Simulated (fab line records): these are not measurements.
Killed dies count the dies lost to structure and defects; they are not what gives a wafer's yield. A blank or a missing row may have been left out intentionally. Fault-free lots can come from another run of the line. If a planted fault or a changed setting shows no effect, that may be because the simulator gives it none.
fab line records ; flow n5Finfet
record lots=7; wafers=39
route steps=1938 shown FIN_SAQP@102 FIN_CUT@176 HKMG_FIN@401 BEOL_M0_SAQP@654
startH: hours from the record's first day to the start of the lot's first wafer shown ; waitH: hours since the lot's step before ; " as in the row above ; L1.1+2: a single row standing in for several wafers ; - no value present, or no start provided ; * or withheld: withheld ; < > ~ a bound
route shown NAME@n: NAME is a module with steps in the file, n the number in the route of the first one ; usual: mean/standard deviation of fault-free wafers ; same: alike in all rows ; chamber/n: place in a boat ; sites: per-site readings ; _std_site: how widely they spread, as a standard deviation ; _edge_site: outer sites' mean less inner sites' ; radiusMm: how far each site lies from the wafer's centre ; mask NAME#n: copy n ; behind: the tool/chamber that last shaped the wafer ; hold: why the lot was held/for how many hours/how that ended ; device: the transistor (n, p or np) that didn't switch ; end of line: tests of these same wafers at the route's end ; step lacking rows: just its recipe ; killed: count of dies lost to structure and defects at first sort (not the wafer's yield) ; map: dies across one wafer; x = killed, . = not, _ = none there
set.NAME: the setting the step ran with; set.NAME@STEP: the setting that earlier step ran with ; model.NAME: the simulator's own value behind a step, which no gauge read
lots run with intentionally changed settings; tables by step, rows by wafer
## steps
# step N5_FIN_SAQP_HM_DEP_72
# recipe material=SiO2; targetThkA=120; tempC=400; precursor=SiH4/N2O; pressureTorr=0.75; rfW=275; timeS=7.2
lot.wafer;tool;chamber;startH;waitH;set.targetThkA;model.SiO2_of_FIN_SAQP_HM_DEP_72.thkNm
L075.1+3;pecvd-02;0,2;27.70;0.0;120;11.85
L075.2;pecvd-02;1;27.70;0.0;120;12.01
L075.4;pecvd-02;0;27.70;0.0;120;11.97
L075.5;pecvd-02;2;27.70;0.0;120;12.16
L075.6;pecvd-02;1;27.70;0.0;120;12.14
L080.1;pecvd-03;0;57.85;0.0;166.7;16.81
L080.2;pecvd-03;1;57.85;0.0;120;12.25
L080.3;pecvd-03;2;57.85;0.0;166.7;17.05
L080.4;pecvd-03;1;57.85;0.0;166.7;17.06
L080.5;pecvd-03;0;57.85;0.0;120;12.34
L080.6;pecvd-03;2;57.85;0.0;120;12.33
L083.1;pecvd-03;1;75.86;0.0;120;12.06
L083.2;pecvd-03;2;75.86;0.0;120;12.02
L083.3;pecvd-03;0;75.86;0.0;120;12.09
L085.1;pecvd-02;2;88.23;0.0;139;13.81
L085.2;pecvd-02;0;88.23;0.0;139;13.83
L085.3;pecvd-02;1;88.23;0.0;120;12.12
L085.4;pecvd-02;2;88.23;0.0;120;12.05
L085.5;pecvd-02;1;88.23;0.0;120;12.19
L085.6;pecvd-02;0;88.23;0.0;139;13.92
L087.1;pecvd-03;0;98.97;0.0;120;11.97
L087.2;pecvd-03;2;98.97;0.0;90.31;9.165
L087.3;pecvd-03;1;98.97;0.0;90.31;9.027
L087.4;pecvd-03;2;98.97;0.0;120;12.21
L087.5;pecvd-03;0;98.97;0.0;90.31;9.022
L087.6;pecvd-03;1;98.97;0.0;120;12.14
L089.1;pecvd-03;0;113.94;0.0;98.77;9.657
L089.2;pecvd-03;2;113.94;0.0;98.77;9.981
L089.3;pecvd-03;1;113.94;0.0;98.77;9.842
L089.4;pecvd-03;2;113.94;0.0;120;12.05
L089.5;pecvd-03;1;113.94;0.0;120;12.06
L089.6;pecvd-03;0;113.94;0.0;120;11.91
L096.1;pecvd-04;2;154.89;0.0;120;11.87
L096.2;pecvd-04;1;154.89;0.0;120;11.91
L096.3;pecvd-04;0;154.89;0.0;120;12.01
L096.4;pecvd-04;0;154.89;0.0;95.45;9.718
L096.5;pecvd-04;1;154.89;0.0;95.45;9.585
L096.6;pecvd-04;2;154.89;0.0;95.45;9.692
# step N5_FIN_SAQP_COAT_49
# recipe resist=SOC; tempC=250; timeS=60; spinRpm=1500; resistThkNm=100
# step N5_FIN_SAQP_COAT_50
# recipe resist=SiARC; tempC=220; timeS=60; spinRpm=1500; resistThkNm=35
# step N5_FIN_SAQP_ETCH_52
# recipe chemistry=N2/H2; target=SOC; targetDepthA=1000; overetchA=200; maskMaterial=SiARC; tempC=40; timeS=150; ionEnergyEv=200; pressureMtorr=30; sourceW=840; biasW=150; n2FlowSccm=200; h2FlowSccm=200; ends=endPoint
# step N5_FIN_SAQP_STRIP_53
# recipe chemistry=N2/H2; tempC=40; n2FlowSccm=200; h2FlowSccm=200; rfFrequencyHz=6e+07
# step N5_FIN_SAQP_HM_OPEN_73
# recipe chemistry=CHF3/O2; target=SiO2; stopOn=a-Si; targetDepthA=120; overEtchFrac=1.8; maskMaterial=SOC; timeS=16.8; pressureMtorr=30; sourceW=650; biasW=170; Ar_flow_sccm=200; CHF3_flow_sccm=50; O2_flow_sccm=5; ionEnergyEv=200; ends=endPoint
lot.wafer;tool;chamber;startH;waitH;set.targetThkA@FIN_SAQP_HM_DEP_72;model.etch.depthNm
L075.1+3;rieDiel-06;1,3;28.32;0.0;120;11.85
L075.2;rieDiel-06;0;28.32;0.0;120;12.01
L075.4;rieDiel-06;2;28.32;0.0;120;11.97
L075.5;rieDiel-06;2;28.32;0.0;120;12.16
L075.6;rieDiel-06;3;28.32;0.0;120;12.14
L080.1;rieDiel-01;3;58.59;0.0;166.7;16.81
L080.2;rieDiel-01;1;58.59;0.0;120;12.25
L080.3;rieDiel-01;2;58.59;0.0;166.7;17.05
L080.4;rieDiel-01;0;58.59;0.0;166.7;17.06
L080.5;rieDiel-01;0;58.59;0.0;120;12.34
L080.6;rieDiel-01;3;58.59;0.0;120;12.33
L083.1;rieDiel-02;2;76.63;0.0;120;12.06
L083.2;rieDiel-02;0;76.63;0.0;120;12.02
L083.3;rieDiel-02;1;76.63;0.0;120;12.09
L085.1;rieDiel-01;0;89.88;0.0;139;13.81
L085.2;rieDiel-01;1;89.88;0.0;139;13.83
L085.3;rieDiel-01;3;89.88;0.0;120;12.12
L085.4;rieDiel-01;2;89.88;0.0;120;12.05
L085.5;rieDiel-01;2;89.88;0.0;120;12.19
L085.6;rieDiel-01;3;89.88;0.0;139;13.92
L087.1;rieDiel-06;1;100.64;0.0;120;11.97
L087.2;rieDiel-06;0;100.64;0.0;90.31;9.165
L087.3;rieDiel-06;2;100.64;0.0;90.31;9.027
L087.4;rieDiel-06;3;100.64;0.0;120;12.21
L087.5;rieDiel-06;0;100.64;0.0;90.31;9.022
L087.6;rieDiel-06;3;100.64;0.0;120;12.14
L089.1;rieDiel-01;2;115.55;0.0;98.77;9.657
L089.2;rieDiel-01;1;115.55;0.0;98.77;9.981
L089.3;rieDiel-01;3;115.55;0.0;98.77;9.842
L089.4;rieDiel-01;0;115.55;0.0;120;12.05
L089.5;rieDiel-01;1;115.55;0.0;120;12.06
L089.6;rieDiel-01;2;115.55;0.0;120;11.91
L096.1;rieDiel-02;0;155.73;0.0;120;11.87
L096.2;rieDiel-02;1;155.73;0.0;120;11.91
L096.3;rieDiel-02;0;155.73;0.0;120;12.01
L096.4;rieDiel-02;1;155.73;0.0;95.45;9.718
L096.5;rieDiel-02;1;155.73;0.0;95.45;9.585
L096.6;rieDiel-02;0;155.73;0.0;95.45;9.692
# step N5_FIN_CUT_CUT_ETCH_15
# recipe chemistry=HBr/Cl2/O2; target=Si; targetDepthA=1000; btTimeS=10; maskMaterial=SOC; timeS=42.4; ionEnergyEv=*; biasW=*; pressureMtorr=10; icpW=800; HBr_flow_sccm=150; Cl2_flow_sccm=80; O2_flow_sccm=12
lot.wafer;tool;chamber;startH;waitH;set.timeS;model.etch.depthNm;model.FIN_CUT.featureDepthNm;model.SOC_of_FIN_CUT_COAT_18.thkNm
L075.1;rieSi-04;1;33.79;0.1;42.4;100.8;100.8;170.6
L075.2;rieSi-04;2;33.79;0.1;64.84;155.1;155;149.8
L075.3;rieSi-04;3;33.79;0.1;64.84;161.4;161.4;148.4
L075.4;rieSi-04;0;33.79;0.1;42.4;100.8;100.8;171.2
L075.5;rieSi-04;2;33.79;0.1;42.4;102.4;102.4;169.8
L075.6;rieSi-04;1;33.79;0.1;64.84;155;155;151
L080.1;rieSi-04;1;64.98;0.1;50.84;118.8;118.8;164.6
L080.2;rieSi-04;3;64.98;0.1;50.84;123.7;123.8;161.8
L080.3;rieSi-04;2;64.98;0.1;50.84;119.9;119.8;164.2
L080.4;rieSi-04;0;64.98;0.1;42.4;98.84;98.8;172
L080.5;rieSi-04;2;64.98;0.1;42.4;100;100;171.8
L080.6;rieSi-04;3;64.98;0.1;42.4;103.5;103.6;168.8
L083.1;rieSi-05;2;82.34;0.1;42.4;99.64;99.6;171
L083.2;rieSi-05;1;82.34;0.1;42.4;99.43;99.4;171
L083.3;rieSi-05;0;82.34;0.1;42.4;99.9;100;171.4
L085.1;rieSi-04;1;95.82;0.1;51.08;118.6;118.6;162.8
L085.2;rieSi-04;2;95.82;0.1;42.4;100.6;100.6;170.4
L085.3;rieSi-04;3;95.82;0.1;42.4;102.8;102.8;168.8
L085.4;rieSi-04;0;95.82;0.1;51.08;120.5;120.4;161.4
L085.5;rieSi-04;0;95.82;0.1;42.4;99.45;99.4;169.4
L085.6;rieSi-04;3;95.82;0.1;51.08;124.8;124.8;159.4
L087.1;rieSi-05;2;111.35;0.1;28.92;66.43;66.4;183.6
L087.2;rieSi-05;0;111.35;0.1;42.4;100;100;169.6
L087.3;rieSi-05;1;111.35;0.1;42.4;98.5;98.4;170.6
L087.4;rieSi-05;3;111.35;0.1;28.92;68.42;68.4;181.4
L087.5;rieSi-05;1;111.35;0.1;28.92;67.49;67.4;181.8
L087.6;rieSi-05;2;111.35;0.1;42.4;97.97;98;171.4
L089.1;rieSi-04;2;121.52;0.1;30.88;72.89;72.8;181.2
L089.2;rieSi-04;0;121.52;0.1;42.4;100.2;100.2;171
L089.3;rieSi-04;1;121.52;0.1;30.88;71.97;72;182.6
L089.4;rieSi-04;3;121.52;0.1;30.88;75.39;75.4;179
L089.5;rieSi-04;0;121.52;0.1;42.4;100;100;170.4
L089.6;rieSi-04;1;121.52;0.1;42.4;97.78;97.8;172
L096.1;rieSi-04;3;160.93;0.1;67.21;165.2;165.2;146.6
L096.2;rieSi-04;2;160.93;0.1;67.21;159.4;159.4;148.6
L096.3;rieSi-04;1;160.93;0.1;42.4;98.95;99;170.6
L096.4;rieSi-04;0;160.93;0.1;67.21;157.6;157.6;148.4
L096.5;rieSi-04;3;160.93;0.1;42.4;102.4;102.4;169.2
L096.6;rieSi-04;0;160.93;0.1;42.4;99.03;99;170
# step N5_HKMG_FIN_DESCUM_53
# recipe chemistry=O2; timeS=7.9; sourcePowerW=50; biasPowerW=20; pressureMtorr=20; rfFrequencyHz=2.712e+07; tempC=40; resist=CAR-ArF; o2FlowSccm=225
lot.wafer;tool;chamber;startH;waitH;set.timeS;model.CAR-ArF_of_HKMG_FIN_COAT_43.thkNm
L075.1;rieDiel-02;2;78.69;0.0;7.9;83
L075.2;rieDiel-02;0;78.69;0.0;5.994;84.2
L075.3+5;rieDiel-02;3,0;78.69;0.0;5.994;84.4
L075.4+6;rieDiel-02;1;78.69;0.0;7.9;83.2
L080.1;rieDiel-06;3;113.64;0.8;7.9;83.2
L080.2;rieDiel-06;0;113.64;0.8;7.9;83.4
L080.3;rieDiel-06;2;113.64;0.8;6.464;84.4
L080.4;rieDiel-06;1;113.64;0.8;6.464;84.6
L080.5;rieDiel-06;2;113.64;0.8;7.9;83.6
L080.6;rieDiel-06;3;113.64;0.8;6.464;84.2
L083.1+3;rieDiel-01;1,0;129.71;0.0;7.9;83.8
L083.2;rieDiel-01;2;129.71;0.0;7.9;83.6
L085.1;rieDiel-02;3;139.74;0.0;5.27;85.4
L085.2+5+6;rieDiel-02;1,1,3;139.74;0.0;7.9;83.8
L085.3;rieDiel-02;0;139.74;0.0;5.27;85.6
L085.4;rieDiel-02;0;139.74;0.0;5.27;85.2
L087.1+5;rieDiel-01;2,3;157.13;0.0;7.9;83.8
L087.2;rieDiel-01;3;157.13;0.0;4.24;85.8
L087.3;rieDiel-01;0;157.13;0.0;4.24;85.6
L087.4;rieDiel-01;0;157.13;0.0;4.24;86.2
L087.6;rieDiel-01;2;157.13;0.0;7.9;83.4
L089.1+4;rieDiel-01;1;164.08;0.0;7.9;83.6
L089.2;rieDiel-01;3;164.08;0.0;11.77;81
L089.3+5;rieDiel-01;0;164.08;0.0;11.77;81.2
L089.6;rieDiel-01;3;164.08;0.0;7.9;83.4
L096.1;rieDiel-02;3;205.09;0.0;12.6;80.6
L096.2;rieDiel-02;0;205.09;0.0;7.9;83.2
L096.3;rieDiel-02;2;205.09;0.0;12.6;80.8
L096.4;rieDiel-02;1;205.09;0.0;12.6;81
L096.5;rieDiel-02;3;205.09;0.0;7.9;83.4
L096.6;rieDiel-02;2;205.09;0.0;7.9;83.6
# step N5_HKMG_FIN_ETCH_54
# recipe chemistry=CF4; target=SiARC; targetDepthA=455; maskMaterial=CAR-ArF; timeS=75.8; ionEnergyEv=80; pressureMtorr=40; sourceW=545; biasW=36; Ar_flow_sccm=100; cf4FlowSccm=100; ends=cleared
lot.wafer;tool;chamber;startH;waitH;set.timeS@HKMG_FIN_DESCUM_53;model.CAR-ArF_of_HKMG_FIN_COAT_43.thkNm
L075.1+4;rieDiel-02;2,1;78.73;0.0;7.9;50.6
L075.2;rieDiel-02;0;78.73;0.0;5.994;51.6
L075.3;rieDiel-02;3;78.73;0.0;5.994;52
L075.5;rieDiel-02;0;78.73;0.0;5.994;51.8
L075.6;rieDiel-02;1;78.73;0.0;7.9;50.8
L080.1;rieDiel-06;3;113.67;0.0;7.9;50.6
L080.2;rieDiel-06;0;113.67;0.0;7.9;50.8
L080.3;rieDiel-06;2;113.67;0.0;6.464;51.8
L080.4;rieDiel-06;1;113.67;0.0;6.464;52
L080.5;rieDiel-06;2;113.67;0.0;7.9;51
L080.6;rieDiel-06;3;113.67;0.0;6.464;51.4
L083.1+2;rieDiel-01;1,2;129.75;0.0;7.9;51.2
L083.3;rieDiel-01;0;129.75;0.0;7.9;51.4
L085.1;rieDiel-02;3;139.78;0.0;5.27;52.8
L085.2+5+6;rieDiel-02;1,1,3;139.78;0.0;7.9;51.2
L085.3;rieDiel-02;0;139.78;0.0;5.27;53
L085.4;rieDiel-02;0;139.78;0.0;5.27;52.4
L087.1+5;rieDiel-01;2,3;157.16;0.0;7.9;51.2
L087.2;rieDiel-01;3;157.16;0.0;4.24;53.4
L087.3;rieDiel-01;0;157.16;0.0;4.24;53.2
L087.4;rieDiel-01;0;157.16;0.0;4.24;53.6
L087.6;rieDiel-01;2;157.16;0.0;7.9;51
L089.1+4;rieDiel-01;1;164.11;0.0;7.9;51
L089.2;rieDiel-01;3;164.11;0.0;11.77;48.4
L089.3+5;rieDiel-01;0;164.11;0.0;11.77;48.6
L089.6;rieDiel-01;3;164.11;0.0;7.9;50.8
L096.1+3;rieDiel-02;3,2;205.13;0.0;12.6;48
L096.2;rieDiel-02;0;205.13;0.0;7.9;50.4
L096.4;rieDiel-02;1;205.13;0.0;12.6;48.2
L096.5+6;rieDiel-02;3,2;205.13;0.0;7.9;50.6
# step N5_BEOL_M0_SAQP_ETCH_84
# recipe chemistry=N2/H2; target=SOC; targetDepthA=1000; overetchA=200; maskMaterial=SiARC; tempC=40; timeS=150; ionEnergyEv=200; pressureMtorr=30; sourceW=840; biasW=150; n2FlowSccm=200; h2FlowSccm=200
lot.wafer;tool;chamber;startH;waitH;set.timeS;model.etch.depthNm;model.SiARC_of_BEOL_M0_SAQP_COAT_82.thkNm
L075.1;rieDiel-04;2;116.78;0.0;150;100.2;24.2
L075.2;rieDiel-04;1;116.78;0.0;118.1;92.11;25.8
L075.3;rieDiel-04;0;116.78;0.0;150;99.79;23.8
L075.4;rieDiel-04;3;116.78;0.0;118.1;92.43;25.8
L075.5;rieDiel-04;0;116.78;0.0;118.1;96.92;25.2
L075.6;rieDiel-04;1;116.78;0.0;150;100.1;24.6
L080.1;rieDiel-04;0;149.99;0.0;230.5;99.84;20.8
L080.2;rieDiel-04;2;149.99;0.0;150;99.68;24.2
L080.3;rieDiel-04;1;149.99;0.0;150;99.56;24.6
L080.4;rieDiel-04;3;149.99;0.0;230.5;99.51;21.6
L080.5;rieDiel-04;3;149.99;0.0;230.5;99.52;21.6
L080.6;rieDiel-04;2;149.99;0.0;150;99.97;24.2
L083.1;rieDiel-03;1;164.42;0.0;150;100.6;24.2
L083.2;rieDiel-03;2;164.42;0.0;150;100.5;24.6
L083.3;rieDiel-03;3;164.42;0.0;150;100.7;23.8
L085.1;rieDiel-03;0;177.70;0.0;150;100;24.4
L085.2+5;rieDiel-03;3;177.70;0.0;150;100.1;23.8
L085.3;rieDiel-03;2;177.70;0.0;72.38;56.16;27.2
L085.4;rieDiel-03;1;177.70;0.0;72.38;57.51;27.2
L085.6;rieDiel-03;0;177.70;0.0;72.38;57.04;27.2
L087.1;rieDiel-03;1;197.14;0.0;150;100;24.4
L087.2;rieDiel-03;0;197.14;0.0;150;99.81;24.6
L087.3;rieDiel-03;3;197.14;0.0;150;100.2;24.2
L087.4;rieDiel-03;0;197.14;0.0;125.8;99.66;25.4
L087.5;rieDiel-03;3;197.14;0.0;125.8;99.72;25
L087.6;rieDiel-03;1;197.14;0.0;125.8;98.95;25.4
L089.1+5;rieDiel-03;0,1;201.59;0.0;150;100.5;24.4
L089.2;rieDiel-03;3;201.59;0.0;150;100.5;24
L089.3;rieDiel-03;1;201.59;0.0;150;100.1;24.2
L089.4;rieDiel-03;0;201.59;0.0;150;100.1;24.6
L089.6;rieDiel-03;3;201.59;0.0;150;99.94;24
L096.1;rieDiel-03;2;247.56;0.0;150;99.96;24.2
L096.2;rieDiel-03;0;247.56;0.0;86.5;68.99;26.8
L096.3;rieDiel-03;3;247.56;0.0;150;99.72;24
L096.4;rieDiel-03;1;247.56;0.0;86.5;68.83;26.8
L096.5;rieDiel-03;1;247.56;0.0;86.5;69.17;26.6
L096.6;rieDiel-03;0;247.56;0.0;150;100.1;24.4
# step N5_BEOL_M0_SAQP_STRIP_80
# recipe chemistry=N2/H2; tempC=40; n2FlowSccm=200; h2FlowSccm=200; rfFrequencyHz=6e+07
# step N5_BEOL_M0_SAQP_HM_OPEN_112
# recipe chemistry=CHF3/O2; target=SiO2; stopOn=a-Si; targetDepthA=120; overEtchFrac=1.25; maskMaterial=SOC; timeS=13.5; pressureMtorr=30; sourceW=650; biasW=170; Ar_flow_sccm=200; CHF3_flow_sccm=50; O2_flow_sccm=5; ionEnergyEv=200; ends=endPoint
lot.wafer;tool;chamber;startH;waitH;set.timeS@BEOL_M0_SAQP_ETCH_84;model.SiARC_of_BEOL_M0_SAQP_COAT_82.thkNm
L075.1;rieDiel-04;2;116.88;0.0;150;4.4
L075.2+4;rieDiel-04;1,3;116.88;0.0;118.1;6.8
L075.3;rieDiel-04;0;116.88;0.0;150;3.8
L075.5;rieDiel-04;0;116.88;0.0;118.1;5.2
L075.6;rieDiel-04;1;116.88;0.0;150;5.6
L080.1;rieDiel-04;0;150.10;0.0;230.5;0.8
L080.2;rieDiel-04;2;150.10;0.0;150;4.6
L080.3;rieDiel-04;1;150.10;0.0;150;5.8
L080.4;rieDiel-04;3;150.10;0.0;230.5;2.6
L080.5;rieDiel-04;3;150.10;0.0;230.5;2.8
L080.6;rieDiel-04;2;150.10;0.0;150;4.4
L083.1;rieDiel-03;1;164.53;0.0;150;4.6
L083.2;rieDiel-03;2;164.53;0.0;150;5.6
L083.3;rieDiel-03;3;164.53;0.0;150;3.6
L085.1;rieDiel-03;0;177.81;0.0;150;5.2
L085.2+5;rieDiel-03;3;177.81;0.0;150;3.8
L085.3;rieDiel-03;2;177.81;0.0;72.38;8.4
L085.4;rieDiel-03;1;177.81;0.0;72.38;8
L085.6;rieDiel-03;0;177.81;0.0;72.38;8.2
L087.1;rieDiel-03;1;197.25;0.0;150;5.2
L087.2;rieDiel-03;0;197.25;0.0;150;5.6
L087.3;rieDiel-03;3;197.25;0.0;150;4
L087.4;rieDiel-03;0;197.25;0.0;125.8;6.6
L087.5;rieDiel-03;3;197.25;0.0;125.8;4.8
L087.6;rieDiel-03;1;197.25;0.0;125.8;6
L089.1;rieDiel-03;0;201.70;0.0;150;5.2
L089.2;rieDiel-03;3;201.70;0.0;150;3.8
L089.3+5;rieDiel-03;1;201.70;0.0;150;5
L089.4;rieDiel-03;0;201.70;0.0;150;5.6
L089.6;rieDiel-03;3;201.70;0.0;150;4
L096.1;rieDiel-03;2;247.67;0.0;150;4.6
L096.2+4;rieDiel-03;0,1;247.67;0.0;86.5;7.6
L096.3;rieDiel-03;3;247.67;0.0;150;3.8
L096.5;rieDiel-03;1;247.67;0.0;86.5;7.2
L096.6;rieDiel-03;0;247.67;0.0;150;5.2
# step N5_BEOL_M0_SAQP_STRIP_113
# recipe chemistry=CHF3/O2; resist=SiARC; rfFrequencyHz=6e+07
# step N5_BEOL_M0_SAQP_MANDREL_ETCH_20
# recipe targetDepthA=600; chemistry=HBr/Cl2; target=a-Si; stopOn=SiNx; btTimeS=10; maskMaterial=SOC; overEtchFrac=0.5; timeS=30; pressureMtorr=10; icpW=800; biasW=75; HBr_flow_sccm=150; Cl2_flow_sccm=80; ends=endPoint
# usual oesProductAu=0.776/0.013
lot.wafer;tool;chamber;startH;waitH;set.timeS@BEOL_M0_SAQP_ETCH_84;oesProductAu
L075.1;rieSi-05;3;116.97;0.0;150;0.770
L075.2;rieSi-05;0;116.97;0.0;118.1;0.788
L075.3;rieSi-05;2;116.97;0.0;150;0.782
L075.4;rieSi-05;0;116.97;0.0;118.1;0.787
L075.5;rieSi-05;2;116.97;0.0;118.1;0.790
L075.6;rieSi-05;3;116.97;0.0;150;0.776
L080.1;rieSi-04;1;150.18;0.0;230.5;0.764
L080.2;rieSi-04;3;150.18;0.0;150;0.771
L080.3;rieSi-04;2;150.18;0.0;150;0.759
L080.4;rieSi-04;0;150.18;0.0;230.5;0.787
L080.5;rieSi-04;0;150.18;0.0;230.5;0.790
L080.6;rieSi-04;3;150.18;0.0;150;0.780
L083.1;rieSi-04;3;164.61;0.0;150;0.785
L083.2;rieSi-04;0;164.61;0.0;150;0.783
L083.3;rieSi-04;2;164.61;0.0;150;0.756
L085.1;rieSi-01;3;177.89;0.0;150;0.759
L085.2;rieSi-01;0;177.89;0.0;150;0.750
L085.3;rieSi-01;1;177.89;0.0;72.38;0.326
L085.4;rieSi-01;2;177.89;0.0;72.38;0.330
L085.5;rieSi-01;0;177.89;0.0;150;0.753
L085.6;rieSi-01;3;177.89;0.0;72.38;0.327
L087.1;rieSi-01;2;197.33;0.0;150;0.786
L087.2;rieSi-01;3;197.33;0.0;150;0.755
L087.3;rieSi-01;0;197.33;0.0;150;0.744
L087.4;rieSi-01;1;197.33;0.0;125.8;0.763
L087.5;rieSi-01;2;197.33;0.0;125.8;0.785
L087.6;rieSi-01;3;197.33;0.0;125.8;0.765
L089.1;rieSi-01;1;201.78;0.0;150;0.793
L089.2;rieSi-01;3;201.78;0.0;150;0.771
L089.3;rieSi-01;0;201.78;0.0;150;0.761
L089.4;rieSi-01;2;201.78;0.0;150;0.790
L089.5;rieSi-01;2;201.78;0.0;150;0.802
L089.6;rieSi-01;1;201.78;0.0;150;0.785
L096.1;rieSi-05;3;247.75;0.0;150;0.784
L096.2;rieSi-05;1;247.75;0.0;86.5;0.338
L096.3;rieSi-05;2;247.75;0.0;150;0.797
L096.4;rieSi-05;0;247.75;0.0;86.5;0.321
L096.5;rieSi-05;1;247.75;0.0;86.5;0.340
L096.6;rieSi-05;2;247.75;0.0;150;0.794
# step N5_BEOL_M0_SAQP_STRIP_86
# recipe chemistry=N2/H2; powerW=500; tempC=40; pressureMtorr=50; rfFrequencyHz=6e+07; overashFraction=0.3; biasPowerW=28; h2Frac=0.5; n2FlowSccm=300; h2FlowSccm=300
# step N5_BEOL_M0_SAQP_STRIP_115
# recipe chemistry=postEtchResidueRemover; timeS=60; tempC=25; removerPh=withheld; removerWaterWtPct=withheld; removerFluorideWtPct=withheld
# step N5_BEOL_M0_SAQP_SPACER1_ALD_98
# recipe material=SiO2; targetThkA=128; tempC=300; aldPrecursorFamily=BDEAS; aldCoReactant=O2-plasma; pulseTimeS=1; purgeTimeS=2; coReactantPurgeTimeS=2; aldCycles=138; pressureTorr=2
# step N5_BEOL_M0_SAQP_SPACER1_ETCHBACK_99
# recipe chemistry=CHF3/O2; mode=anisotropicEtchback; target=SiO2; targetDepthA=154; timeS=7.7; pressureMtorr=30; sourceW=650; biasW=170; Ar_flow_sccm=200; CHF3_flow_sccm=50; O2_flow_sccm=5; ionEnergyEv=200
# step N5_BEOL_M0_SAQP_MANDREL1_REMOVE_100
# recipe chemistry=HBr/Cl2/O2; btTimeS=10; target=a-Si; stopOn=SiNx; endpoint=OES-SiCl; overEtchFrac=0.85; icpW=600; biasW=30; HBr_flow_sccm=150; Cl2_flow_sccm=80; O2_flow_sccm=5; pressureMtorr=10
# usual oesProductAu=1.005/0.017
lot.wafer;tool;chamber;startH;waitH;set.timeS@BEOL_M0_SAQP_ETCH_84;oesProductAu;model.BEOL_M0_SAQP.cdNm
L075.1;rieSi-01;0;118.18;0.1;150;0.988;12.6
L075.2;rieSi-01;2;118.18;0.1;118.1;1.011;12.8
L075.3;rieSi-01;1;118.18;0.1;150;1.001;13
L075.4;rieSi-01;3;118.18;0.1;118.1;0.990;12.8
L075.5;rieSi-01;0;118.18;0.1;118.1;0.970;12.8
L075.6;rieSi-01;3;118.18;0.1;150;1.014;12.6
L080.1;rieSi-01;2;151.87;0.1;230.5;1.017;12.8
L080.2;rieSi-01;0;151.87;0.1;150;0.978;12.8
L080.3;rieSi-01;1;151.87;0.1;150;0.995;12.8
L080.4;rieSi-01;3;151.87;0.1;230.5;0.989;12.8
L080.5;rieSi-01;0;151.87;0.1;230.5;0.967;12.8
L080.6;rieSi-01;3;151.87;0.1;150;0.998;12.8
L083.1;rieSi-01;3;165.78;0.1;150;0.993;12.8
L083.2;rieSi-01;1;165.78;0.1;150;1.005;13
L083.3;rieSi-01;0;165.78;0.1;150;0.987;12.8
L085.1;rieSi-04;3;179.07;0.1;150;1.026;12.8
L085.2;rieSi-04;2;179.07;0.1;150;0.989;12.8
L085.3;rieSi-04;1;179.07;0.1;72.38;0.382;43.4
L085.4;rieSi-04;0;179.07;0.1;72.38;0.380;43.8
L085.5;rieSi-04;0;179.07;0.1;150;1.020;12.8
L085.6;rieSi-04;3;179.07;0.1;72.38;0.378;43
L087.1;rieSi-01;1;198.52;0.1;150;0.995;13
L087.2;rieSi-01;0;198.52;0.1;150;0.985;12.8
L087.3;rieSi-01;2;198.52;0.1;150;1.032;12.8
L087.4;rieSi-01;3;198.52;0.1;125.8;1.001;13
L087.5;rieSi-01;3;198.52;0.1;125.8;1.001;13
L087.6;rieSi-01;2;198.52;0.1;125.8;1.022;12.8
L089.1;rieSi-05;2;203.09;0.1;150;1.006;12.6
L089.2;rieSi-05;0;203.09;0.1;150;0.958;12.8
L089.3;rieSi-05;3;203.09;0.1;150;1.008;12.6
L089.4;rieSi-05;1;203.09;0.1;150;1.020;12.6
L089.5;rieSi-05;0;203.09;0.1;150;0.971;12.8
L089.6;rieSi-05;1;203.09;0.1;150;1.026;12.6
L096.1;rieSi-01;1;248.93;0.1;150;0.999;13
L096.2;rieSi-01;3;248.93;0.1;86.5;0.363;43.2
L096.3;rieSi-01;2;248.93;0.1;150;1.025;13
L096.4;rieSi-01;0;248.93;0.1;86.5;0.372;44.2
L096.5;rieSi-01;2;248.93;0.1;86.5;0.383;43.8
L096.6;rieSi-01;1;248.93;0.1;150;1.000;12.8
## key
split step=N5_FIN_SAQP_HM_DEP_72; setting=targetThkA; stated=120; by=wafer
response step=N5_FIN_SAQP_HM_DEP_72; reading=model.SiO2_of_FIN_SAQP_HM_DEP_72.thkNm; change=+0.119; per=1%; r=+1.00
response step=N5_FIN_SAQP_HM_OPEN_73; reading=model.etch.depthNm; change=+0.119; per=1%; r=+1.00
split step=N5_FIN_CUT_CUT_ETCH_15; setting=timeS; stated=42.4; by=wafer
response step=N5_FIN_CUT_CUT_ETCH_15; reading=model.etch.depthNm; change=+1.03; per=1%; r=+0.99
response step=N5_FIN_CUT_CUT_ETCH_15; reading=model.FIN_CUT.featureDepthNm; change=+1.03; per=1%; r=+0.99
response step=N5_FIN_CUT_CUT_ETCH_15; reading=model.SOC_of_FIN_CUT_COAT_18.thkNm; change=-0.381; per=1%; r=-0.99
split step=N5_HKMG_FIN_DESCUM_53; setting=timeS; stated=7.9; by=wafer
response step=N5_HKMG_FIN_DESCUM_53; reading=model.CAR-ArF_of_HKMG_FIN_COAT_43.thkNm; change=-0.047; per=1%; r=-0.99
response step=N5_HKMG_FIN_ETCH_54; reading=model.CAR-ArF_of_HKMG_FIN_COAT_43.thkNm; change=-0.046; per=1%; r=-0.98
split step=N5_BEOL_M0_SAQP_ETCH_84; setting=timeS; stated=150; by=wafer
response step=N5_BEOL_M0_SAQP_ETCH_84; reading=model.etch.depthNm; shape=bent; atLowest=56.9; atStated=100.1; atHighest=99.62
response step=N5_BEOL_M0_SAQP_ETCH_84; reading=model.SiARC_of_BEOL_M0_SAQP_COAT_82.thkNm; change=-0.0592; per=1%; r=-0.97
response step=N5_BEOL_M0_SAQP_HM_OPEN_112; reading=model.SiARC_of_BEOL_M0_SAQP_COAT_82.thkNm; change=-0.0659; per=1%; r=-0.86
response step=N5_BEOL_M0_SAQP_MANDREL_ETCH_20; reading=oesProductAu; shape=bent; atLowest=0.328; atStated=0.774; atHighest=0.780
response step=N5_BEOL_M0_SAQP_MANDREL1_REMOVE_100; reading=oesProductAu; shape=bent; atLowest=0.380; atStated=1.001; atHighest=0.991
response step=N5_BEOL_M0_SAQP_MANDREL1_REMOVE_100; reading=model.BEOL_M0_SAQP.cdNm; shape=bent; atLowest=43.4; atStated=12.79; atHighest=12.8
